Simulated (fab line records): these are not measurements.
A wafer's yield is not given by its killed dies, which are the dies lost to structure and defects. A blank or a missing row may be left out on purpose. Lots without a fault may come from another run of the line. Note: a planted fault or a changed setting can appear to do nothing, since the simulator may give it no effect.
fab line records	flow nand_harc
record lots=10	wafers=30	last_day=34
route steps=1302 shown P_STI@94 THIN_TSV@1269 END@1301
lots with no fault: from the same line, run without faults
start_h: start of the lot's first displayed wafer, in hours after the record's first day	wait_h: hours from the lot's prior step to this one	" identical to the entry in the row above	L1.1+2: one row covering several wafers at once	- no value, or no start was given	* or withheld: withheld	< > ~ a bound
route shown NAME@n: a module of which the file shows steps, and the number in the route of the first	usual: mean/standard deviation taken from wafers without a fault	same: alike in all rows	chamber/n: place in a boat	sites: each site's reading	_std_site: the values' standard deviation	_edge_site: the outer-site mean with the inner-site mean subtracted	radius_mm: for every site, how far away it sits from the centre of the wafer	mask NAME#n: copy n	behind: the most recent tool/chamber to have shaped the wafer	hold: reason for holding the lot/hours on hold/outcome of the hold	device: which transistor (n, p or np) failed to switch	end of line: the route-end tests of the same wafers	step lacking rows: just its recipe	killed: dies lost to structure and defects at the first sort, not the wafer's yield	map: shows each die of a wafer: x if killed, . if not, _ if none is there
set.NAME: the run value of the setting; set.NAME@STEP: its run value at that earlier step	model.NAME: the simulator's own value behind a step, which no gauge read
one table for each step of the route and one row for each wafer, over a sample of lots
services: when a tool's chamber went out of use (start_h, in hours from the record's first day, below 0 if earlier), for how many hours, and the reason
## steps
# step NHARC_P_STI_PRECLEAN_32
# recipe time_s=*	temp_c=50	bath_age_min=0	chemistry=SC1
lot.wafer	tool	chamber	start_h	wait_h
L623.4+6+5	wet_bench-06	3,5,6	68.03	-
L626.3+5+1	wet_bench-09	3,5,6	93.59	-
L628.6+4+1	wet_bench-06	2,4,5	113.27	-
L630.6+3+4	wet_bench-09	2,3,5	134.18	-
L631.6+4+2	wet_bench-09	3,4,6	145.79	-
L632.4+6+3	wet_bench-09	0,1,2	158.01	-
L633.3+1+5	wet_bench-09	3,6,0	163.68	-
L637.6+3+1	wet_bench-09	2,4,5	204.08	-
L639.4+6+3	wet_bench-09	1,2,3	223.43	-
L644.3+2+6	wet_bench-06	2,4,7	273.12	-
# step NHARC_THIN_TSV_STRIP_62
# recipe power_w=1500	temp_c=250	time_s=20	chemistry=N2/H2
# usual drypump_motor_current_A=5.6/0.45	heater_power_w=327/17
lot.wafer	tool	chamber	start_h	wait_h	drypump_motor_current_A	heater_power_w	rf_hours_counter_h
L623.4	plasma_asher-02	0	583.00	-	4.8	336	-
L623.6	"	0	"	"	4.8	326	-
L623.5	"	1	"	"	5.8	350	-
L626.1	plasma_asher-02	1	586.22	-	5.8	346	29
L626.3	"	1	"	"	5.8	350	-
L626.5	"	0	"	"	4.8	331	-
L628.1	plasma_asher-01	0	617.59	-	6.0	304	18
L628.4	"	0	"	"	5.9	306	-
L628.6	"	0	"	"	5.9	303	-
L631.2	plasma_asher-01	1	636.89	-	5.8	323	22
L631.4	"	0	"	"	5.9	305	-
L631.6	"	1	"	"	5.8	331	-
L630.3	plasma_asher-02	0	658.33	-	4.8	346	-
L630.4	"	1	"	"	5.8	332	-
L630.6	"	0	"	"	4.8	354	-
L632.4	plasma_asher-02	0	658.51	-	4.8	358	-
L632.3	"	1	"	"	5.7	336	-
L632.6	"	1	"	"	5.8	344	-
L633.1	plasma_asher-02	0	659.04	-	4.8	352	6
L633.3	"	1	"	"	5.8	331	-
L633.5	"	0	"	"	4.8	345	-
L637.1	plasma_asher-01	1	719.72	-	5.8	318	2
L637.3	"	0	"	"	6.0	302	-
L637.6	"	1	"	"	5.8	319	-
L639.4	plasma_asher-02	0	737.17	-	4.8	359	-
L639.3	"	1	"	"	5.7	334	-
L639.6	"	1	"	"	5.7	344	-
L644.2	plasma_asher-01	1	793.55	-	5.8	322	18
L644.3	"	1	"	"	5.8	322	-
L644.6	"	1	"	"	5.8	327	-
# step NHARC_THIN_TSV_PVD_19
# recipe target_thk_a=200	chamber_pressure_pa=5	material=TaN
# usual throttle_valve_pct=29.9/0.95
lot.wafer	tool	chamber	start_h	wait_h	throttle_valve_pct
L623.4	pvd_sputter-01	-	-	-	31.1
L623.5	"	-	"	"	31.1
L623.6	"	-	"	"	29.6
L626.1	pvd_sputter-01	-	-	-	31.1
L626.3	"	-	"	"	29.9
L626.5	"	-	"	"	28.4
L628.1	pvd_sputter-02	-	-	-	30.5
L628.4	"	-	"	"	29.5
L628.6	"	-	"	"	31.3
L631.4	pvd_sputter-01	-	-	-	31.1
L631.2	"	-	"	"	30.9
L631.6	"	-	"	"	29.3
L630.4	pvd_sputter-02	-	-	-	29.6
L630.3	"	-	"	"	28.8
L630.6	"	-	"	"	30.1
L632.3	pvd_sputter-03	-	-	-	29.2
L632.4	"	-	"	"	30.5
L632.6	"	-	"	"	29.1
L633.1	pvd_sputter-02	-	-	-	28.8
L633.3	"	-	"	"	30.1
L633.5	"	-	"	"	28.8
L637.1	pvd_sputter-01	-	-	-	29.3
L637.3	"	-	"	"	30.4
L637.6	"	-	"	"	30.1
L639.3	pvd_sputter-02	-	-	-	31.3
L639.4	"	-	"	"	29.8
L639.6	"	-	"	"	30.0
L644.3	pvd_sputter-03	-	-	-	29.7
L644.2	"	-	"	"	30.0
L644.6	"	-	"	"	27.1
# step NHARC_THIN_TSV_PVD_51
# recipe target_thk_a=1000	chamber_pressure_pa=5	material=Cu
# usual throttle_valve_pct=29.9/0.92
lot.wafer	tool	chamber	start_h	wait_h	throttle_valve_pct
L623.4	pvd_sputter-01	-	-	-	29.6
L623.5	"	-	"	"	30.9
L623.6	"	-	"	"	29.6
L626.3	pvd_sputter-01	-	-	-	28.7
L626.1	"	-	"	"	31.0
L626.5	"	-	"	"	28.6
L628.4	pvd_sputter-02	-	-	-	31.2
L628.1	"	-	"	"	30.5
L628.6	"	-	"	"	28.5
L631.2	pvd_sputter-01	-	-	-	31.2
L631.4	"	-	"	"	29.3
L631.6	"	-	"	"	31.3
L630.4	pvd_sputter-02	-	-	-	31.1
L630.3	"	-	"	"	30.0
L630.6	"	-	"	"	29.8
L632.3	pvd_sputter-03	-	-	-	28.8
L632.4	"	-	"	"	29.4
L632.6	"	-	"	"	30.3
L633.3	pvd_sputter-02	-	-	-	30.1
L633.1	"	-	"	"	31.1
L633.5	"	-	"	"	30.0
L637.1	pvd_sputter-01	-	-	-	30.5
L637.3	"	-	"	"	30.3
L637.6	"	-	"	"	30.9
L639.3	pvd_sputter-02	-	-	-	29.9
L639.4	"	-	"	"	28.7
L639.6	"	-	"	"	30.0
L644.2	pvd_sputter-03	-	-	-	29.9
L644.3	"	-	"	"	28.5
L644.6	"	-	"	"	30.1
# step NHARC_END_WLT_00
# usual VT_DECK1_BOTTOM=0.872/0.0067	VT_DECK1_BOTTOM_INNER=0.872/0.0073	VT_DECK1_MEDIAN_NEAR_BOTTOM=0.873/0.0074	VT_DECK1_MEDIAN_NEAR_BOTTOM_INNER=0.873/0.0067	VT_DECK1_MIDDLE=0.886/0.0067	VT_DECK1_MIDDLE_INNER=0.886/0.0065	VT_DECK1_TOP=0.897/0.0073	VT_DECK1_TOP_INNER=0.897/0.0074	VT_DECK2_BOTTOM=0.870/0.0063	VT_DECK2_BOTTOM_INNER=0.870/0.0064	VT_DECK2_MEDIAN_NEAR_BOTTOM=0.872/0.0066	VT_DECK2_MEDIAN_NEAR_BOTTOM_INNER=0.871/0.0061	VT_DECK2_MIDDLE=0.884/0.0065	VT_DECK2_MIDDLE_INNER=0.883/0.0053	VT_DECK2_TOP=0.895/0.0065	VT_DECK2_TOP_INNER=0.896/0.0064
lot.wafer	tool	chamber	start_h	wait_h	hold	VT_DECK1_BOTTOM	VT_DECK1_BOTTOM_INNER	VT_DECK1_MEDIAN_NEAR_BOTTOM	VT_DECK1_MEDIAN_NEAR_BOTTOM_INNER	VT_DECK1_MIDDLE	VT_DECK1_MIDDLE_INNER	VT_DECK1_TOP	VT_DECK1_TOP_INNER	VT_DECK2_BOTTOM	VT_DECK2_BOTTOM_INNER	VT_DECK2_MEDIAN_NEAR_BOTTOM	VT_DECK2_MEDIAN_NEAR_BOTTOM_INNER	VT_DECK2_MIDDLE	VT_DECK2_MIDDLE_INNER	VT_DECK2_TOP	VT_DECK2_TOP_INNER
L623.4	prober-02	-	592.60	1.6	-	0.880	0.869	0.884	0.872	0.882	0.885	0.891	0.893	0.872	0.874	0.867	0.879	0.889	0.879	0.892	0.889
L623.5	"	-	"	"	-	0.874	0.873	0.882	0.882	0.887	0.887	0.897	0.901	0.872	0.875	0.885	0.866	0.884	0.886	0.901	0.893
L623.6	"	-	"	"	-	0.871	0.870	0.885	0.871	0.885	0.888	0.898	0.899	0.865	0.871	0.873	0.873	0.888	0.883	0.904	0.891
L626.1	prober-02	-	598.85	1.6	-	0.877	0.878	0.886	0.882	0.900	0.889	0.911	0.909	0.868	0.871	0.874	0.870	0.881	0.889	0.909	0.903
L626.3	"	-	599.86	2.6	-	0.877	0.888	0.880	0.880	0.900	0.896	0.906	0.900	0.868	0.873	0.874	0.873	0.888	0.885	0.884	0.889
L626.5	"	-	600.87	3.6	-	0.878	0.873	0.879	0.881	0.894	0.889	0.909	0.903	0.877	0.869	0.873	0.863	0.885	0.882	0.896	0.898
L628.1	prober-02	-	628.27	0.1	-	0.879	0.871	0.871	0.869	0.883	0.887	0.896	0.891	0.871	0.867	0.867	0.868	0.883	0.886	0.898	0.890
L628.4	"	-	629.76	1.6	-	0.871	0.878	0.877	0.874	0.884	0.894	0.895	0.897	0.868	0.872	0.871	0.865	0.879	0.877	0.882	0.887
L628.6	"	-	630.76	2.6	-	0.873	0.870	0.871	0.866	0.879	0.882	0.897	0.895	0.873	0.873	0.870	0.867	0.874	0.881	0.888	0.892
L631.2	prober-02	-	646.70	0.6	-	0.879	0.873	0.870	0.874	0.887	0.883	0.902	0.899	0.870	0.870	0.874	0.872	0.885	0.877	0.902	0.893
L631.4	"	-	647.70	1.6	-	0.878	0.875	0.881	0.878	0.896	0.890	0.901	0.893	0.873	0.875	0.880	0.869	0.882	0.880	0.897	0.899
L631.6	"	-	648.70	2.6	-	0.870	0.881	0.870	0.870	0.889	0.896	0.903	0.890	0.867	0.866	0.869	0.869	0.883	0.880	0.893	0.897
L633.1	prober-02	-	669.20	0.0	await_dispo/0.2h/release	0.919	0.926	0.930	0.923	0.943	0.938	0.951	0.957	0.933	0.929	0.933	0.931	0.947	0.953	0.958	0.954
L633.3	"	-	670.20	1.1	await_dispo/0.2h/release	0.928	0.921	0.922	0.925	0.939	0.946	0.956	0.951	0.929	0.937	0.937	0.935	0.949	0.940	0.952	0.955
L633.5	"	-	671.21	2.1	await_dispo/0.2h/release	0.929	0.923	0.927	0.927	0.940	0.946	0.956	0.951	0.925	0.933	0.929	0.928	0.935	0.935	0.965	0.947
L633.1	prober-02	-	677.02	7.3	-	0.931	0.929	0.927	0.933	0.942	0.942	0.954	0.959	0.932	0.929	0.926	0.930	0.943	0.948	0.964	0.956
L633.3	"	-	678.03	7.3	-	0.923	0.922	0.925	0.930	0.935	0.952	0.954	0.947	0.935	0.936	0.932	0.931	0.945	0.938	0.956	0.951
L633.5	"	-	679.04	7.3	-	0.924	0.931	0.940	0.921	0.938	0.941	0.960	0.950	0.924	0.917	0.922	0.922	0.944	0.940	0.953	0.950
L630.3	prober-01	-	670.18	1.0	-	0.873	0.874	0.880	0.885	0.884	0.886	0.895	0.897	0.869	0.871	0.875	0.873	0.886	0.883	0.899	0.895
L630.4	"	-	"	"	-	0.871	0.879	0.880	0.882	0.889	0.892	0.902	0.906	0.867	0.874	0.868	0.873	0.882	0.889	0.899	0.900
L630.6	"	-	671.68	2.6	-	0.872	0.886	0.878	0.878	0.895	0.889	0.898	0.898	0.875	0.867	0.877	0.878	0.884	0.887	0.894	0.901
L632.3	prober-01	-	677.98	8.8	await_dispo/0.2h/release	0.912	0.917	0.918	0.913	0.924	0.933	0.938	0.942	0.925	0.914	0.923	0.916	0.930	0.933	0.949	0.951
L632.4	"	-	"	"	await_dispo/0.2h/release	0.908	0.917	0.920	0.918	0.928	0.929	0.939	0.937	0.919	0.916	0.917	0.920	0.941	0.931	0.936	0.937
L632.6	"	-	679.48	10.3	await_dispo/0.2h/release	0.915	0.916	0.912	0.918	0.940	0.930	0.936	0.942	0.917	0.927	0.920	0.923	0.934	0.934	0.947	0.942
L632.3	prober-01	-	685.76	7.3	-	0.915	0.909	0.909	0.917	0.930	0.926	0.942	0.939	0.915	0.913	0.910	0.926	0.939	0.930	0.944	0.932
L632.4	"	-	"	"	-	0.915	0.917	0.918	0.910	0.929	0.928	0.940	0.938	0.912	0.921	0.917	0.916	0.925	0.934	0.937	0.948
L632.6	"	-	687.26	7.3	-	0.907	0.920	0.912	0.916	0.930	0.929	0.935	0.937	0.921	0.921	0.923	0.918	0.931	0.930	0.939	0.947
L637.1	prober-01	-	729.21	0.0	await_dispo/0.2h/release	0.920	0.923	0.929	0.927	0.946	0.940	0.958	0.958	0.915	0.917	0.924	0.911	0.923	0.926	0.952	0.941
L637.3	"	-	730.22	1.1	await_dispo/0.2h/release	0.930	0.934	0.929	0.924	0.943	0.941	0.959	0.958	0.913	0.918	0.907	0.920	0.930	0.939	0.942	0.946
L637.6	"	-	731.73	2.6	await_dispo/0.2h/release	0.923	0.932	0.931	0.930	0.941	0.944	0.953	0.956	0.909	0.911	0.915	0.912	0.930	0.934	0.945	0.945
L637.1	prober-01	-	737.06	7.3	-	0.931	0.930	0.922	0.927	0.943	0.943	0.957	0.958	0.911	0.916	0.919	0.913	0.927	0.928	0.946	0.945
L637.3	"	-	738.07	7.3	-	0.926	0.928	0.931	0.929	0.940	0.940	0.961	0.956	0.917	0.917	0.921	0.917	0.933	0.933	0.939	0.942
L637.6	"	-	739.58	7.3	-	0.930	0.926	0.937	0.927	0.953	0.948	0.958	0.955	0.915	0.919	0.912	0.910	0.927	0.921	0.941	0.944
L639.3	prober-01	-	754.21	8.9	await_dispo/0.2h/release	0.926	0.935	0.937	0.932	0.940	0.932	0.952	0.951	0.929	0.929	0.924	0.934	0.943	0.950	0.963	0.971
L639.4	"	-	"	"	await_dispo/0.2h/release	0.926	0.931	0.936	0.933	0.939	0.945	0.960	0.957	0.929	0.928	0.937	0.934	0.941	0.943	0.957	0.955
L639.6	"	-	755.71	10.4	await_dispo/0.2h/release	0.930	0.932	0.924	0.928	0.943	0.950	0.950	0.952	0.933	0.932	0.935	0.930	0.948	0.944	0.958	0.965
L639.3	prober-01	-	762.01	7.3	-	0.933	0.933	0.938	0.932	0.944	0.938	0.957	0.957	0.936	0.930	0.931	0.927	0.952	0.943	0.964	0.967
L639.4	"	-	"	"	-	0.928	0.920	0.934	0.927	0.942	0.940	0.949	0.950	0.925	0.931	0.937	0.932	0.945	0.943	0.956	0.964
L639.6	"	-	763.51	7.3	-	0.929	0.930	0.926	0.936	0.945	0.943	0.953	0.943	0.935	0.932	0.933	0.941	0.948	0.951	0.959	0.965
L644.2	prober-01	-	803.26	0.5	-	0.866	0.876	0.874	0.876	0.882	0.877	0.892	0.895	0.858	0.863	0.870	0.867	0.884	0.881	0.892	0.902
L644.3	"	-	"	"	-	0.875	0.877	0.864	0.869	0.884	0.878	0.893	0.892	0.873	0.870	0.876	0.869	0.891	0.881	0.895	0.891
L644.6	"	-	805.27	2.5	-	0.866	0.866	0.870	0.865	0.878	0.880	0.895	0.899	0.862	0.876	0.863	0.867	0.885	0.884	0.904	0.887
# step NHARC_END_SORT_01
# recipe temp_c=25
# usual killed_at_array=62/16	killed_at_other=0.8/1.1	killed_at_periphery=4/3.2	killed_dies=67/16	killed_open=3.5/1.9	killed_short=2.1/1.5
# same gross_dies=677
lot.wafer	tool	chamber	start_h	wait_h	hold	killed_at_array	killed_at_other	killed_at_periphery	killed_dies	killed_open	killed_short
L623.4	prober-02	0	596.47	3.4	-	17	2	4	23	3	4
L623.5	prober-02	0	597.27	3.7	-	26	5	5	36	3	0
L623.6	prober-02	0	598.06	4.0	-	24	3	2	29	3	3
L630.3	prober-01	0	673.78	3.1	-	63	0	3	66	1	3
L630.4	prober-01	0	674.58	3.4	-	65	1	3	69	3	2
L630.6	prober-01	0	676.18	4.0	-	60	0	5	65	5	0
L633.1	prober-02	0	681.40	3.9	await_dispo/1.3h/release	71	1	2	74	4	0
L633.3	prober-02	0	683.00	4.5	await_dispo/1.3h/release	72	2	2	76	5	4
L633.5	prober-02	0	684.60	5.1	await_dispo/1.3h/release	68	2	4	74	3	1
L632.3	prober-01	0	693.20	6.9	await_dispo/3.8h/release	44	2	3	49	1	2
L632.4	prober-01	0	693.99	7.2	await_dispo/3.8h/release	53	0	10	63	3	2
L632.6	prober-01	0	695.58	7.8	await_dispo/3.8h/release	46	0	8	54	2	0
L637.1	prober-01	0	742.40	4.8	await_dispo/2.3h/release	78	0	7	85	6	2
L637.3	prober-01	0	744.01	5.4	await_dispo/2.3h/release	84	0	5	89	0	0
L637.6	prober-01	0	746.42	6.3	await_dispo/2.3h/release	94	0	5	99	3	4
L639.3	prober-01	0	773.10	10.6	await_dispo/7.5h/release	61	0	1	62	5	2
L639.4	prober-01	0	773.90	10.9	await_dispo/7.5h/release	60	0	2	62	3	3
L639.6	prober-01	0	775.50	11.5	await_dispo/7.5h/release	60	0	1	61	4	2
# killed by level:class
L623.4 A_CHANNEL_HOLE_D2:chamber_film_flake=8 P_GATE:chamber_film_flake=3 A_M1:chamber_film_flake=2 THIN_TSV:chamber_film_flake=2 P_CONTACT:geometric_particle:open=1 A_ONON_D1:geometric_particle:open=1 A_ONON_D1:geometric_particle:short=1 A_CHANNEL_FILL_D1:geometric_particle:short=1
L623.5 A_CHANNEL_HOLE_D2:chamber_film_flake=8 A_CONTACT:chamber_film_flake=6 THIN_TSV:chamber_film_flake=5 A_M1:chamber_film_flake=4 P_GATE:chamber_film_flake=3 A_CHANNEL_HOLE_D1:chamber_film_flake=3 A_ONON_D1:geometric_particle:open=1 A_CHANNEL_FILL_D2:geometric_particle:open=1
L623.6 A_M1:chamber_film_flake=7 A_CHANNEL_HOLE_D2:chamber_film_flake=5 A_CONTACT:chamber_film_flake=3 THIN_TSV:chamber_film_flake=3 A_SOURCE_PLATE:geometric_particle:open=1 A_ONON_D2:geometric_particle:short=1 A_CHANNEL_FILL_D2:geometric_particle:short=1 A_CONTACT:geometric_particle:open=1
L630.3 A_CHANNEL_HOLE_D1:chamber_film_flake=29 A_CHANNEL_HOLE_D2:chamber_film_flake=23 A_CONTACT:chamber_film_flake=4 A_CHANNEL_FILL_D1:chamber_film_flake=2 A_CHANNEL_FILL_D1:geometric_particle:short=1 A_CHANNEL_HOLE_D2:geometric_particle:short=1 A_CONTACT:geometric_particle:open=1 A_M1:geometric_particle:short=1
L630.4 A_CHANNEL_HOLE_D1:chamber_film_flake=38 A_CHANNEL_HOLE_D2:chamber_film_flake=13 A_CONTACT:chamber_film_flake=6 A_STAIRCASE:chamber_film_flake=2 A_WL_FILL:chamber_film_flake=2 P_CONTACT:geometric_particle:open=1 A_ONON_D1:geometric_particle:short=1 A_CHANNEL_FILL_D1:geometric_particle:open=1
L630.6 A_CHANNEL_HOLE_D1:chamber_film_flake=34 A_CHANNEL_HOLE_D2:chamber_film_flake=14 A_SLIT:chamber_film_flake=4 A_M0:geometric_particle:open=2 A_CONTACT:chamber_film_flake=2 P_GATE:geometric_particle:open=1 P_M0:geometric_particle:open=1 A_BLC:geometric_particle:open=1
L633.1 A_SLIT:chamber_film_flake=34 A_CHANNEL_HOLE_D2:chamber_film_flake=19 A_CHANNEL_HOLE_D1:chamber_film_flake=7 A_BONDPAD:chamber_film_flake=3 A_ONON_D2:geometric_particle:open=2 A_CONTACT:chamber_film_flake=2 A_DECK1_JOINT:geometric_particle:open=1 A_BLC:geometric_particle:open=1
L633.3 A_SLIT:chamber_film_flake=32 A_CHANNEL_HOLE_D2:chamber_film_flake=28 A_SOURCE_PLATE:geometric_particle:open=2 A_DECK1_JOINT:chamber_film_flake=2 P_CONTACT:geometric_particle:open=1 P_M0:geometric_particle:open=1 A_CHANNEL_FILL_D1:geometric_particle:short=1 A_ONON_D2:geometric_particle:short=1
L633.5 A_SLIT:chamber_film_flake=35 A_CHANNEL_HOLE_D2:chamber_film_flake=20 A_CHANNEL_HOLE_D1:chamber_film_flake=7 THIN_TSV:chamber_film_flake=2 P_CONTACT:geometric_particle:short=1 P_M1:geometric_particle:open=1 A_ONON_D2:geometric_particle:open=1 A_WL_FILL:geometric_particle:open=1
L632.3 A_CHANNEL_HOLE_D1:chamber_film_flake=32 A_CONTACT:chamber_film_flake=5 P_GATE:chamber_film_flake=2 A_STAIRCASE:chamber_film_flake=2 THIN_TSV:chamber_film_flake=2 A_ONON_D1:geometric_particle:open=1 A_ONON_D1:geometric_particle:short=1 A_M1:geometric_particle:short=1
L632.4 A_CHANNEL_HOLE_D1:chamber_film_flake=36 P_GATE:chamber_film_flake=5 A_CONTACT:chamber_film_flake=5 A_BONDPAD:chamber_film_flake=4 P_STI:chamber_film_flake=3 A_SGD_CUT:geometric_particle:open=1 A_WL_FILL:geometric_particle:short=1 A_WL_FILL:geometric_particle:open=1
L632.6 A_CHANNEL_HOLE_D1:chamber_film_flake=31 P_STI:chamber_film_flake=4 P_GATE:chamber_film_flake=4 A_WL_FILL:chamber_film_flake=4 A_BONDPAD:chamber_film_flake=3 A_CONTACT:chamber_film_flake=2 A_SLIT:chamber_film_flake=2 A_ONON_D2:geometric_particle:open=1
L637.1 A_CHANNEL_HOLE_D1:chamber_film_flake=39 A_SLIT:chamber_film_flake=29 P_CONTACT:chamber_film_flake=3 A_M0:geometric_particle:open=2 P_GATE:chamber_film_flake=2 A_WL_FILL:chamber_film_flake=2 P_CONTACT:geometric_particle:open=1 P_M0:geometric_particle:short=1
L637.3 A_CHANNEL_HOLE_D1:chamber_film_flake=40 A_SLIT:chamber_film_flake=36 P_CONTACT:chamber_film_flake=4 A_CHANNEL_FILL_D2:chamber_film_flake=2 A_BLC:chamber_film_flake=2 P_ZERO_WELL:chamber_film_flake=1 A_DECK1_JOINT:chamber_film_flake=1 A_CHANNEL_HOLE_D2:chamber_film_flake=1
L637.6 A_CHANNEL_HOLE_D1:chamber_film_flake=39 A_SLIT:chamber_film_flake=34 A_BLC:chamber_film_flake=5 A_CONTACT:chamber_film_flake=4 P_GATE:chamber_film_flake=3 A_ONON_D2:geometric_particle:open=2 A_WL_FILL:geometric_particle:short=2 P_CONTACT:chamber_film_flake=2
L639.3 A_CHANNEL_HOLE_D2:chamber_film_flake=27 A_CHANNEL_HOLE_D1:chamber_film_flake=13 A_CONTACT:chamber_film_flake=7 A_SLIT:chamber_film_flake=6 A_ONON_D1:geometric_particle:open=2 A_SOURCE_PLATE:geometric_particle:open=2 A_CHANNEL_HOLE_D2:geometric_particle:short=1 A_M1:geometric_particle:open=1
L639.4 A_CHANNEL_HOLE_D2:chamber_film_flake=25 A_CHANNEL_HOLE_D1:chamber_film_flake=13 A_CONTACT:chamber_film_flake=8 A_SLIT:chamber_film_flake=6 A_ONON_D2:geometric_particle:short=2 P_STI:chamber_film_flake=2 A_ONON_D1:geometric_particle:open=1 A_DECK1_JOINT:geometric_particle:open=1
L639.6 A_CHANNEL_HOLE_D2:chamber_film_flake=23 A_CHANNEL_HOLE_D1:chamber_film_flake=19 A_CONTACT:chamber_film_flake=4 A_SLIT:chamber_film_flake=3 A_DECK1_JOINT:geometric_particle:open=2 A_STAIRCASE:chamber_film_flake=2 A_CHANNEL_FILL_D1:geometric_particle:open=1 A_DECK1_JOINT:geometric_particle:short=1
## services
tool	chamber	start_h	hours	kind
pvd_sputter-01	-	44.41	12.1	repair
pvd_sputter-01	-	56.52	10.0	pm
pvd_sputter-02	-	87.53	2.8	repair
pvd_sputter-02	-	104.00	10.0	pm
wet_bench-09	-	144.00	1.5	repair
pvd_sputter-01	-	166.76	1.8	repair
wet_bench-09	-	176.80	8.0	pm
pvd_sputter-02	-	197.83	1.6	repair
pvd_sputter-01	-	234.52	10.0	pm
pvd_sputter-02	-	282.03	10.0	pm
pvd_sputter-01	-	316.25	6.1	repair
pvd_sputter-01	-	412.52	10.0	pm
pvd_sputter-02	-	429.01	2.3	repair
pvd_sputter-02	-	460.03	10.0	pm
pvd_sputter-02	-	511.96	7.2	repair
pvd_sputter-01	-	544.48	23.1	repair
pvd_sputter-01	-	590.55	10.0	pm
pvd_sputter-01	-	612.23	2.2	repair
pvd_sputter-02	-	636.87	4.8	repair
pvd_sputter-02	-	641.68	10.0	pm
pvd_sputter-02	-	677.98	1.5	repair
pvd_sputter-01	-	706.23	2.1	repair
pvd_sputter-01	-	710.03	4.0	repair
pvd_sputter-01	-	768.55	10.0	pm
## key
first_sign step=NHARC_END_WLT_00	reading=VT_DECK2_MIDDLE_INNER	direction=up	sigmas=10	usual=0.883	struck=0.939
effect step=NHARC_END_WLT_00	reading=VT_DECK2_MEDIAN_NEAR_BOTTOM_INNER	direction=up	sigmas=8.7	usual=0.871	struck=0.924
effect step=NHARC_END_SORT_01	reading=hold	direction=added
met_at NHARC_P_STI_PRECLEAN_32
struck_lots L632,L633,L637,L639
tester_left_out L632,L633,L637,L639
not_acting_at NHARC_THIN_TSV_STRIP_62,NHARC_THIN_TSV_PVD_19,NHARC_THIN_TSV_PVD_51
onset_between 145.79 158.01
fault kind=metallic_contamination_source	tool=wet_bench-09	chamber=-	onset_h=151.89	steps=NHARC_P_STI_PRECLEAN_32	rate_cm2_per_visit=9.5495e+11	species=metal_fe_cm2
# tester_left_out: of these lots the tester's yield and bins aren't shown, on N5 and GAA mostly nor the transistor test; their killed dies are dies lost to structure and defects alone, not to doping, threshold or leakage, so they don't give the yield
